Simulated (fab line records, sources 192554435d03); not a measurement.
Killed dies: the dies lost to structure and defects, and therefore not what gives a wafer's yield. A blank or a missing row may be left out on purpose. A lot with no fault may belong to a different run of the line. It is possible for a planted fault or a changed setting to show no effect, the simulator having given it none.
A lot that was struck, set against a sound lot || flow n5Finfet || 15 steps out of a route of 1938
Sound: these wafers, L637.1, L637.2, L637.3. Struck: wafers L647.1, L647.3 (left out: L647.2, a lot-mate that was not struck); the cause follows at the end.
Each step with rows lists, per side, the tool, then ch with its chambers, then its first start. Under that, the readings that differ: sound wafers || struck wafers || difference of the means || sigmas: that difference in standard deviations of wafers without a fault.
alike: words and numbers the same on both sides, and readings whose means are apart by under 2 such deviations; not compared: readings that were withheld, readings missing a value for some wafer, numbers with overlapping values and no deviation given by the record, and bounds like >300 which may hide the same value.
The two part at a step that has a row with sigmas, a row that says differs or no value, or rows on one side only. When numbers do not overlap yet have no deviation, they are printed without sigmas and do not part them. A reading missing from all wafers of one side parts the sides only when that side holds two or more wafers.

first, 3 steps without rows for these wafers: N5_BEOL_M1_DESCUM_33 (chemistry O2, time 7 s); N5_BEOL_M1_ETCH_77 (etches underlayer in N2/H2, target depth 6.5 nm, time 5.2 s); N5_BEOL_M1_ETCH_69 (etches SiARC in CF4, target depth 15.6 nm, time 26 s).
N5_BEOL_M1_ALD_98: deposits SiO2, target thk 2.5 nm, pulse time 1 s, co reactant pulse time 1 s.
  sound on aldSin-04 ch 0,1,3, day 6 02:37; struck on aldSin-04 ch 0,3, day 8 16:03
  alike: heaterPowerW, precursorPulseHeightRel, susceptorTempC
N5_BEOL_M1_ETCHBACK_99: etches SiO2 in CHF3, target depth 5 nm, time 10.4 s.
  sound on rieDiel-06 ch 1,2,3, day 6 04:14; struck on rieDiel-02 ch 0,3, day 8 23:31
{"reading": "rfHoursCounterH (h)", "sound": "30 203 37", "struck": "210 224", "difference": "+127", "sigmas": ""}
  alike: drypumpMotorCurrentA, oesProductAu, rfVppV, showerheadPlenumPTorr, throttleValvePct
N5_BEOL_M1_ETCH_70: etches SOC in N2/H2, target depth 80 nm, overetch 16 nm, time 120 s.
  sound on rieDiel-06 ch 1,2,3, day 6 04:16; struck on rieDiel-02 ch 0,3, day 8 23:32
{"reading": "rfHoursCounterH (h)", "sound": "30 203 37", "struck": "210 224", "difference": "+127", "sigmas": ""}
  alike: drypumpMotorCurrentA, oesProductAu, rfVppV, showerheadPlenumPTorr, throttleValvePct
then, 5 steps without rows for these wafers: N5_BEOL_M1_STRIP_71 (strips in N2/H2); N5_BEOL_M1_STRIP_78 (strips in N2/H2); N5_BEOL_M1_VIA_ETCH_34 (etches the open film in C4F6/O2, target depth 67.8 nm, time 64.4 s); N5_BEOL_M1_STRIP_83 (strips in C4F6/O2); N5_BEOL_M1_STRIP_36 (strips in N2/H2).
N5_BEOL_M1_TRENCH_ETCH_37: etches SiOC in C4F6/O2, target depth 55.207 nm, time 29 s.
  sound: rieDiel-06 ch 1,2,3; struck: rieDiel-02 ch 0,3
{"reading": "rfHoursCounterH (h)", "sound": "30 203 37", "struck": "211 224", "difference": "+128", "sigmas": ""}
  alike: C4F6_flow_sccm, drypumpMotorCurrentA, oesProductAu, rfVppV, showerheadPlenumPTorr, throttleValvePct
N5_BEOL_M1_ETCH_41: etches SiCN in CH3F/O2, target depth 31.9 nm, time 57.8 s.
  sound on rieDiel-06 ch 1,2,3, day 6 04:30; struck on rieDiel-02 ch 0,3, day 8 23:46
{"reading": "oesProductAu (a.u.)", "sound": "0.90 0.71 0.91", "struck": "0.51 0.52", "difference": -0.32, "sigmas": -4}
{"reading": "rfHoursCounterH (h)", "sound": "30 203 37", "struck": "211 224", "difference": "+128", "sigmas": ""}
{"reading": "model.etch.depthNm (nm)", "sound": "22.26 21.73 22.17", "struck": "12.61 12.76", "difference": -9.37, "sigmas": ""}
  alike: drypumpMotorCurrentA, rfVppV, showerheadPlenumPTorr, throttleValvePct
N5_BEOL_M1_STRIP_97: strips in N2/H2, time 10 s.
  sound: rieDiel-06 ch 1,2,3; struck: rieDiel-02 ch 0,3
{"reading": "rfHoursCounterH (h)", "sound": "30 203 37", "struck": "211 224", "difference": "+128", "sigmas": ""}
  alike: drypumpMotorCurrentA, oesProductAu, rfVppV, showerheadPlenumPTorr, throttleValvePct
N5_BEOL_M4_RC_MEAS_101:
  sound on prober-01 ch 0, day 7 11:28; struck on prober-02 ch 0, day 10 12:37
{"reading": "IOFF_N (nA/um)", "sound": "0.136 0.135 0.164", "struck": "0.198 0.181", "difference": "+0.044", "sigmas": "+2"}
{"reading": "VT_N (mV)", "sound": "253.7 254.0 249.3", "struck": "246.3 245.2", "difference": -6.6, "sigmas": -2}
  alike: DIBL_N, DIBL_P, IOFF_P, ION_N, ION_P, SS_N, SS_P, VT_P

WHERE THEY PART
First at N5_BEOL_M1_ETCH_41; last, within this record, at N5_BEOL_M4_RC_MEAS_101.

WHY: what the simulator had put in
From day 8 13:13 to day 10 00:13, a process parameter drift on rieDiel-02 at N5_BEOL_M1_ETCH_41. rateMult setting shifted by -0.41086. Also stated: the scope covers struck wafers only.
